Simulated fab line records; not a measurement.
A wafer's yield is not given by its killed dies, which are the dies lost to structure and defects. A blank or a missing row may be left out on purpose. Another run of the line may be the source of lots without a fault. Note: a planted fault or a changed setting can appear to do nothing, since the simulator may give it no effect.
Matching of chambers | flow n5 finfet | 3 sister chambers for N5_MOL_CONTACT_COAG_DESCUM_13 on rie diel-05
The step chemistry O2, time 7 s. 3 wafers are shown with their chamber, then 7 later ones without.

## EACH WAFER AND ITS CHAMBER
wafer  | chamber | showerhead plenum p Torr (Torr)
L089.4 | 3       | 2.21
L092.5 | 2       | 2.18
L092.6 | 1       | 1.97

## WAFERS WITHOUT THEIR CHAMBER
wafer  | showerhead plenum p Torr (Torr)
L093.1 | 2.20
L093.2 | 1.97
L093.3 | 2.18
L094.4 | 1.97
L094.5 | 2.17
L094.6 | 1.97
L095.5 | 2.17

## CHAMBER TAKEN BY EACH
wafer  | from the rows above     | in truth
L093.1 | can't be placed: 3 or 2 | 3
L093.2 | 1                       | 1
L093.3 | 2                       | 2
L094.4 | 1                       | 1
L094.5 | 2                       | 2
L094.6 | 1                       | 1
L095.5 | 2                       | 2
Correct placement for 6 of the 7. These rows do not allow placing 1 (true chamber among the candidates in 1). Wrongly placed: 0.
How it was worked out, from the rows above alone: a wafer's distance from a chamber is the root of the sum, over the readings, of the square of ((its reading less the chamber's mean) divided by the reading's scatter). The wafer belongs to the nearest chamber; if the next one is less than 2 further off, it can't be placed. A chamber's mean is the mean of its shown wafers. The scatter (one wafer shown for each chamber): square how far every hidden wafer sits from the nearest shown wafer, average those squares and take the square root.
